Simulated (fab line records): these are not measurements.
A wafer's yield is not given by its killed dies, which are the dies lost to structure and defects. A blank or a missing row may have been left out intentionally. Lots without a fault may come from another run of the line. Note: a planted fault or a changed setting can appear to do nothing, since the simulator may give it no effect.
Chamber matching -- flow n5_finfet -- N5_FIN_SAQP_ALD_61 on ald_sin-03 has 4 sister chambers
The step deposits SiO2, target thk 4 nm, pulse time 1 s, purge time 2 s. 4 wafers are shown with their chamber, then 11 later ones without.

## WAFERS PAIRED WITH THEIR CHAMBERS
wafer,chamber,heater_power_w (W)
L086.2,2,486
L090.3,3,520
L090.5,1,412
L091.3,0,509

## WAFERS WITHOUT THEIR CHAMBER
wafer,heater_power_w (W)
L091.4,409
L091.6,411
L093.1,490
L093.4,414
L093.6,420
L094.1,509
L094.2,529
L094.3,482
L096.2,490
L096.3,408
L096.5,415

## WHICH CHAMBER EACH WENT THROUGH
wafer,from the rows above,in truth
L091.4,1,1
L091.6,1,1
L093.1,2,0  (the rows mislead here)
L093.4,1,1
L093.6,1,1
L094.1,0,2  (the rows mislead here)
L094.2,3,3
L094.3,2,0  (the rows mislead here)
L096.2,2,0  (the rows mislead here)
L096.3,1,1
L096.5,1,1
7 of 11 placed correctly. Can't be placed from these rows: 0. 4 placed wrongly.
How it was worked out, from the rows above alone: a wafer's distance from a chamber is the root of the sum, over the readings, of the square of ((its reading less the chamber's mean) divided by the reading's scatter). If the next closest chamber is less than 2 further off than the closest, the wafer can't be placed; otherwise it belongs to the closest. The mean given for a chamber averages the wafers shown for that chamber. The scatter (one wafer shown for each chamber): square how far every hidden wafer sits from the nearest shown wafer, average those squares and take the square root.
